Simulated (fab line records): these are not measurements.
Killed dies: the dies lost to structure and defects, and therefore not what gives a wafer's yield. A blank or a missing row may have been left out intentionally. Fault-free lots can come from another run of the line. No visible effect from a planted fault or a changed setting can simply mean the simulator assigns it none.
Lot-split experiment :: flow n5-finfet :: route with 1938 steps; 7 lots, 39 wafers read

== ON THE SPLIT ==
At N5_BEOL_M9_CVD_78 (deposits Co from CCTBA/H2, target thk 2 nm, time 138.9 s), the setting target-thk-a was moved away from the recipe's 20 angstrom on 12 of the 39 wafers read, by -51.2% to +44.8%. This setting was run at the recipe's value on the other wafers.

The reading is taken at the split's own step.

== THE READING ==
Co_of_BEOL_M9_CVD_78.thk-nm (the simulator's own value, which no gauge read), in nm, at N5_BEOL_M9_CVD_78 (deposits Co from CCTBA/H2, target thk 2 nm, time 138.9 s). The file does not state a usual value for it. Average 2.0 nm, standard deviation 0.077 nm, over the 27 wafers here run with the recipe.

wafer: L079.1
tool, chamber at the split: cvd-co-01, 1
target-thk-a as run, angstrom: 20
against the recipe: recipe
Co_of_BEOL_M9_CVD_78.thk-nm, nm: 2
against lot-mates on the recipe: -

wafer: L079.2
tool, chamber at the split: cvd-co-01, 1
target-thk-a as run, angstrom: 20
against the recipe: recipe
Co_of_BEOL_M9_CVD_78.thk-nm, nm: 2
against lot-mates on the recipe: -

wafer: L079.3
tool, chamber at the split: cvd-co-01, 1
target-thk-a as run, angstrom: 20
against the recipe: recipe
Co_of_BEOL_M9_CVD_78.thk-nm, nm: 2
against lot-mates on the recipe: -

wafer: L079.4
tool, chamber at the split: cvd-co-01, 1
target-thk-a as run, angstrom: 20
against the recipe: recipe
Co_of_BEOL_M9_CVD_78.thk-nm, nm: 2
against lot-mates on the recipe: -

wafer: L079.5
tool, chamber at the split: cvd-co-01, 1
target-thk-a as run, angstrom: 20
against the recipe: recipe
Co_of_BEOL_M9_CVD_78.thk-nm, nm: 2
against lot-mates on the recipe: -

wafer: L079.6
tool, chamber at the split: cvd-co-01, 1
target-thk-a as run, angstrom: 20
against the recipe: recipe
Co_of_BEOL_M9_CVD_78.thk-nm, nm: 2
against lot-mates on the recipe: -

wafer: L083.1
tool, chamber at the split: cvd-co-01, 1,1,0
target-thk-a as run, angstrom: 20
against the recipe: recipe
Co_of_BEOL_M9_CVD_78.thk-nm, nm: 2
against lot-mates on the recipe: -

wafer: L083.5
tool, chamber at the split: cvd-co-01, 1,1,0
target-thk-a as run, angstrom: 20
against the recipe: recipe
Co_of_BEOL_M9_CVD_78.thk-nm, nm: 2
against lot-mates on the recipe: -

wafer: L083.6
tool, chamber at the split: cvd-co-01, 1,1,0
target-thk-a as run, angstrom: 20
against the recipe: recipe
Co_of_BEOL_M9_CVD_78.thk-nm, nm: 2
against lot-mates on the recipe: -

wafer: L083.2
tool, chamber at the split: cvd-co-01, 0,0,1
target-thk-a as run, angstrom: 9.756
against the recipe: -51.2%
Co_of_BEOL_M9_CVD_78.thk-nm, nm: 1
against lot-mates on the recipe: -1.0

wafer: L083.3
tool, chamber at the split: cvd-co-01, 0,0,1
target-thk-a as run, angstrom: 9.756
against the recipe: -51.2%
Co_of_BEOL_M9_CVD_78.thk-nm, nm: 1
against lot-mates on the recipe: -1.0

wafer: L083.4
tool, chamber at the split: cvd-co-01, 0,0,1
target-thk-a as run, angstrom: 9.756
against the recipe: -51.2%
Co_of_BEOL_M9_CVD_78.thk-nm, nm: 1
against lot-mates on the recipe: -1.0

wafer: L089.1
tool, chamber at the split: cvd-co-02, 1
target-thk-a as run, angstrom: 10.08
against the recipe: -49.6%
Co_of_BEOL_M9_CVD_78.thk-nm, nm: 1
against lot-mates on the recipe: -0.9

wafer: L089.5
tool, chamber at the split: cvd-co-02, 1
target-thk-a as run, angstrom: 10.08
against the recipe: -49.6%
Co_of_BEOL_M9_CVD_78.thk-nm, nm: 1
against lot-mates on the recipe: -0.9

wafer: L089.2
tool, chamber at the split: cvd-co-02, 0
target-thk-a as run, angstrom: 20
against the recipe: recipe
Co_of_BEOL_M9_CVD_78.thk-nm, nm: 2
against lot-mates on the recipe: -

wafer: L089.6
tool, chamber at the split: cvd-co-02, 0
target-thk-a as run, angstrom: 20
against the recipe: recipe
Co_of_BEOL_M9_CVD_78.thk-nm, nm: 2
against lot-mates on the recipe: -

wafer: L089.3
tool, chamber at the split: cvd-co-02, 0
target-thk-a as run, angstrom: 20
against the recipe: recipe
Co_of_BEOL_M9_CVD_78.thk-nm, nm: 1.8
against lot-mates on the recipe: -

wafer: L089.4
tool, chamber at the split: cvd-co-02, 1
target-thk-a as run, angstrom: 10.08
against the recipe: -49.6%
Co_of_BEOL_M9_CVD_78.thk-nm, nm: 0.8
against lot-mates on the recipe: -1.1

wafer: L087.1
tool, chamber at the split: cvd-co-02, 0,1
target-thk-a as run, angstrom: 20
against the recipe: recipe
Co_of_BEOL_M9_CVD_78.thk-nm, nm: 2
against lot-mates on the recipe: -

wafer: L087.2
tool, chamber at the split: cvd-co-02, 0,1
target-thk-a as run, angstrom: 20
against the recipe: recipe
Co_of_BEOL_M9_CVD_78.thk-nm, nm: 2
against lot-mates on the recipe: -

wafer: L087.3
tool, chamber at the split: cvd-co-02, 0
target-thk-a as run, angstrom: 20
against the recipe: recipe
Co_of_BEOL_M9_CVD_78.thk-nm, nm: 1.8
against lot-mates on the recipe: -

wafer: L087.4
tool, chamber at the split: cvd-co-02, 1
target-thk-a as run, angstrom: 15.2
against the recipe: -24.0%
Co_of_BEOL_M9_CVD_78.thk-nm, nm: 1.6
against lot-mates on the recipe: -0.3

wafer: L087.5
tool, chamber at the split: cvd-co-02, 1,0
target-thk-a as run, angstrom: 15.2
against the recipe: -24.0%
Co_of_BEOL_M9_CVD_78.thk-nm, nm: 1.4
against lot-mates on the recipe: -0.5

wafer: L087.6
tool, chamber at the split: cvd-co-02, 1,0
target-thk-a as run, angstrom: 15.2
against the recipe: -24.0%
Co_of_BEOL_M9_CVD_78.thk-nm, nm: 1.4
against lot-mates on the recipe: -0.5

wafer: L091.1
tool, chamber at the split: cvd-co-02, 0
target-thk-a as run, angstrom: 20
against the recipe: recipe
Co_of_BEOL_M9_CVD_78.thk-nm, nm: 2.2
against lot-mates on the recipe: -

wafer: L091.3
tool, chamber at the split: cvd-co-02, 1,0
target-thk-a as run, angstrom: 20
against the recipe: recipe
Co_of_BEOL_M9_CVD_78.thk-nm, nm: 2
against lot-mates on the recipe: -

wafer: L091.4
tool, chamber at the split: cvd-co-02, 1,0
target-thk-a as run, angstrom: 20
against the recipe: recipe
Co_of_BEOL_M9_CVD_78.thk-nm, nm: 2
against lot-mates on the recipe: -

wafer: L095.1
tool, chamber at the split: cvd-co-01, 1,0
target-thk-a as run, angstrom: 20
against the recipe: recipe
Co_of_BEOL_M9_CVD_78.thk-nm, nm: 2
against lot-mates on the recipe: -

wafer: L095.2
tool, chamber at the split: cvd-co-01, 1,0
target-thk-a as run, angstrom: 20
against the recipe: recipe
Co_of_BEOL_M9_CVD_78.thk-nm, nm: 2
against lot-mates on the recipe: -

wafer: L095.3
tool, chamber at the split: cvd-co-01, 1,0
target-thk-a as run, angstrom: 28.96
against the recipe: +44.8%
Co_of_BEOL_M9_CVD_78.thk-nm, nm: 3
against lot-mates on the recipe: +0.9

wafer: L095.4
tool, chamber at the split: cvd-co-01, 1,0
target-thk-a as run, angstrom: 28.96
against the recipe: +44.8%
Co_of_BEOL_M9_CVD_78.thk-nm, nm: 3
against lot-mates on the recipe: +0.9

wafer: L095.5
tool, chamber at the split: cvd-co-01, 0
target-thk-a as run, angstrom: 20
against the recipe: recipe
Co_of_BEOL_M9_CVD_78.thk-nm, nm: 2.2
against lot-mates on the recipe: -

wafer: L095.6
tool, chamber at the split: cvd-co-01, 1
target-thk-a as run, angstrom: 28.96
against the recipe: +44.8%
Co_of_BEOL_M9_CVD_78.thk-nm, nm: 2.8
against lot-mates on the recipe: +0.7

wafer: L096.1
tool, chamber at the split: cvd-co-01, 0,1,0,1,0,1
target-thk-a as run, angstrom: 20
against the recipe: recipe
Co_of_BEOL_M9_CVD_78.thk-nm, nm: 2
against lot-mates on the recipe: -

wafer: L096.2
tool, chamber at the split: cvd-co-01, 0,1,0,1,0,1
target-thk-a as run, angstrom: 20
against the recipe: recipe
Co_of_BEOL_M9_CVD_78.thk-nm, nm: 2
against lot-mates on the recipe: -

wafer: L096.3
tool, chamber at the split: cvd-co-01, 0,1,0,1,0,1
target-thk-a as run, angstrom: 20
against the recipe: recipe
Co_of_BEOL_M9_CVD_78.thk-nm, nm: 2
against lot-mates on the recipe: -

wafer: L096.4
tool, chamber at the split: cvd-co-01, 0,1,0,1,0,1
target-thk-a as run, angstrom: 20
against the recipe: recipe
Co_of_BEOL_M9_CVD_78.thk-nm, nm: 2
against lot-mates on the recipe: -

wafer: L096.5
tool, chamber at the split: cvd-co-01, 0,1,0,1,0,1
target-thk-a as run, angstrom: 20
against the recipe: recipe
Co_of_BEOL_M9_CVD_78.thk-nm, nm: 2
against lot-mates on the recipe: -

wafer: L096.6
tool, chamber at the split: cvd-co-01, 0,1,0,1,0,1
target-thk-a as run, angstrom: 20
against the recipe: recipe
Co_of_BEOL_M9_CVD_78.thk-nm, nm: 2
against lot-mates on the recipe: -
When a row names more than one chamber, that row covers several wafers, and the file does not tell which wafer ran in which chamber.

THE FIT
A straight line over all 39 wafers: Co_of_BEOL_M9_CVD_78.thk-nm changes by +0.0207 nm for each +1% of target-thk-a; r = +0.99; the points scatter about the line by 0.084 nm.
The same after taking each lot's own level away (the mean of its wafers on the recipe; 39 wafers): +0.0197 nm for each +1%; r = +0.99; scatter 0.072 nm.
On that fit, the largest move of target-thk-a shifts the reading by 1 nm.
From 1.93 to 2.07 nm: that is the span of the lots' own levels, equal to 1.7 times the standard deviation above.
Consequently the slope shifts little with the lot-to-lot level, the two slopes agreeing.
Check: -1.01 nm against its lot-mates is what the line predicts for one of the wafers moved furthest among these (-51.2%) when that wafer is left out of the fit. It came out at -1 nm against them.

== OTHER SPLITS ON THESE WAFERS ==
Note: prior to the reading, these wafers also went through further splits. Each is held against what the fit with the lots' levels taken away leaves over:
other split on the same wafers: N5_FIN_SAQP_HM_DEP_72 target-thk-a
wafers away from the commonest value: 9
r with Co_of_BEOL_M9_CVD_78.thk-nm (lot level and that fit taken away): -0.02

other split on the same wafers: N5_FIN_CUT_CUT_ETCH_15 time-s
wafers away from the commonest value: 9
r with Co_of_BEOL_M9_CVD_78.thk-nm (lot level and that fit taken away): +0.29

other split on the same wafers: N5_MOL_CONTACT_COAG_SPUTTER_143 target-thk-a
wafers away from the commonest value: 12
r with Co_of_BEOL_M9_CVD_78.thk-nm (lot level and that fit taken away): -0.17

other split on the same wafers: N5_BEOL_M0_SAQP_ETCH_107 target-depth-a
wafers away from the commonest value: 12
r with Co_of_BEOL_M9_CVD_78.thk-nm (lot level and that fit taken away): +0.09

other split on the same wafers: N5_BEOL_M5_TRENCH_ETCH_37 target-depth-a
wafers away from the commonest value: 18
r with Co_of_BEOL_M9_CVD_78.thk-nm (lot level and that fit taken away): +0.32

other split on the same wafers: N5_BEOL_M5_SPUTTER_83 time-s
wafers away from the commonest value: 15
r with Co_of_BEOL_M9_CVD_78.thk-nm (lot level and that fit taken away): +0.04

== FILE'S OWN FIT ==
Co_of_BEOL_M9_CVD_78.thk-nm changes by +0.0197 nm for each +1% of target-thk-a, r = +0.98.
